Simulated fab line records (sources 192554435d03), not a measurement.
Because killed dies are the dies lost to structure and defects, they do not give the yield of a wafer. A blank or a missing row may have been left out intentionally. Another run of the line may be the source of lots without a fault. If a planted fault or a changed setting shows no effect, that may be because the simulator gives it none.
Lot-split experiment    flow n5 finfet    21 wafers read across 7 lots, on a route 1938 steps long

== SPLIT DETAILS ==
At N5_BEOL_M0_CUTY_ETCH_63 (etches SOC in N2/H2, target depth 82.7 nm, overetch 16.5 nm, time 124 s), the setting time s was moved away from the recipe's 124 s on 4 of the 21 wafers read, by -22.3% to +21.9%. All remaining wafers had this setting at the recipe value.

The reading is taken at the split's own step.

== THE READING ==
SiO2_of_BEOL_M0_SAQP_SPACER2_ALD_26.thk nm (the simulator's own value, which no gauge read), in nm, at N5_BEOL_M0_CUTY_ETCH_63 (etches SOC in N2/H2, target depth 82.7 nm, overetch 16.5 nm, time 124 s). There is no usual value for it anywhere in the file. Average 7.1 nm, standard deviation 0.096 nm, over the 17 wafers here run with the recipe.

wafer   tool, chamber at the split  time s as run, s  against the recipe  SiO2_of_BEOL_M0_SAQP_SPACER2_ALD_26.thk nm, nm  against lot-mates on the recipe
L080.1  rie diel-05, 3              151.2             +21.9%              6.2                                             -0.9
L080.4  rie diel-05, 2              124               recipe              7                                               -
L080.6  rie diel-05, 1              124               recipe              7.2                                             -
L081.3  rie diel-04, 2              96.35             -22.3%              7.8                                             +0.6
L081.4  rie diel-04, 3,2            124               recipe              7.2                                             -
L081.5  rie diel-04, 3,2            124               recipe              7.2                                             -
L085.3  rie diel-04, 2              102.6             -17.3%              7.6                                             +0.6
L085.4  rie diel-04, 3,2            124               recipe              7                                               -
L085.5  rie diel-04, 3,2            124               recipe              7                                               -
L089.2  rie diel-03, 1,2,1          124               recipe              7                                               -
L089.4  rie diel-03, 1,2,1          124               recipe              7                                               -
L089.5  rie diel-03, 1,2,1          124               recipe              7                                               -
L092.1  rie diel-05, 2              133.8             +7.9%               6.8                                             -0.3
L092.4  rie diel-05, 2              124               recipe              7.2                                             -
L092.6  rie diel-05, 3              124               recipe              7                                               -
L094.3  rie diel-05, 3,0            124               recipe              7                                               -
L094.5  rie diel-05, 3,0            124               recipe              7                                               -
L094.4  rie diel-05, 1              124               recipe              7.2                                             -
L095.3  rie diel-03, 2,1            124               recipe              7                                               -
L095.4  rie diel-03, 2,1            124               recipe              7                                               -
L095.5  rie diel-03, 3              124               recipe              7.2                                             -
Rows listing several chambers each stand for several wafers; the file does not say which wafer went through which chamber.

FIT RESULTS
A straight line over all 21 wafers: SiO2_of_BEOL_M0_SAQP_SPACER2_ALD_26.thk nm changes by -0.0349 nm for each +1% of time s; r = -0.95; the points scatter about the line by 0.095 nm.
The same after taking each lot's own level away (the mean of its wafers on the recipe; 21 wafers): -0.0344 nm for each +1%; r = -0.96; scatter 0.085 nm.
The reading moves by 0.77 nm for the largest change in time s, on that fit.
From 7.00 to 7.20 nm: that is the span of the lots' own levels, equal to 2.1 times the standard deviation above.
The two slopes are in agreement: the lot-to-lot level therefore moves the slope only a little.
Check: +0.853 nm against its lot-mates is what the line predicts for one of the wafers moved furthest among these (-22.3%) when that wafer is left out of the fit. Against them it came out at +0.6 nm.

== ADDITIONAL SPLITS CARRIED BY THESE WAFERS ==
Other splits were also applied to these wafers ahead of the reading. Each is held against what the fit with the lots' levels taken away leaves over:
other split on the same wafers           wafers away from the commonest value  r with SiO2_of_BEOL_M0_SAQP_SPACER2_ALD_26.thk nm (lot level and that fit taken away)
N5_MOL_CONTACT_COAG_COAT_76 spin rpm     8                                     +0.15
N5_MOL_CONTACT_COAG_VIA_ETCH_117 bias w  9                                     +0.23
N5_BEOL_M0_SAQP_PEB_12 peb time s        6                                     -0.06
N5_BEOL_M0_SAQP_ETCH_84 time s           8                                     +0.06
N5_BEOL_M0_CUTY_COAT_50 spin rpm         8                                     -0.13

== THE FILE'S OWN FIT ==
SiO2_of_BEOL_M0_SAQP_SPACER2_ALD_26.thk nm changes by -0.0342 nm for each +1% of time s, r = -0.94.
